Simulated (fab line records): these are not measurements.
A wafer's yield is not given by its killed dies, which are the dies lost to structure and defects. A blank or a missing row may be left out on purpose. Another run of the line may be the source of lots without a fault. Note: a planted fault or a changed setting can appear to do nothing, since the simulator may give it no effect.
Chamber matching	flow nand-harc	NHARC_A_STAIRCASE_DEP_301 on pecvd-03: 3 sister chambers
The step deposits SiON, target thk 30 nm. 3 wafers are shown with their chamber, then 11 later ones without.

EACH WAFER AND ITS CHAMBER
wafer	chamber	showerhead-vpp-V (V)
L085.4	0	1165
L089.6	1	1153
L090.1	2	1186

WAFERS WITHOUT THEIR CHAMBER
wafer	showerhead-vpp-V (V)
L090.3	1141
L090.5	1175
L093.4	1193
L093.5	1173
L093.6	1148
L094.2	1197
L094.3	1160
L094.4	1169
L096.4	1187
L096.5	1166
L096.6	1192

THE CHAMBER EACH PASSED THROUGH
wafer	from the rows above	in truth
L090.3	can't be placed: 1 or 0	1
L090.5	can't be placed: 0 or 2 or 1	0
L093.4	2	2
L093.5	can't be placed: 0 or 2 or 1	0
L093.6	can't be placed: 1 or 0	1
L094.2	2	2
L094.3	can't be placed: 0 or 1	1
L094.4	can't be placed: 0 or 1 or 2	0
L096.4	2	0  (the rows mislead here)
L096.5	can't be placed: 0 or 1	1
L096.6	2	2
Correctly placed: 3 of 11. Can't be placed from these rows: 7 (the true chamber is among the candidates in 7). Wrongly placed: 1.
How it was worked out, from the rows above alone: a wafer's distance from a chamber is the root of the sum, over the readings, of the square of ((its reading less the chamber's mean) divided by the reading's scatter). The wafer belongs to the nearest chamber; if the next one is less than 2 further off, it can't be placed. The mean given for a chamber averages the wafers shown for that chamber. The scatter: root of mean squared gap, hidden wafer to nearest shown wafer, with one shown wafer a chamber.
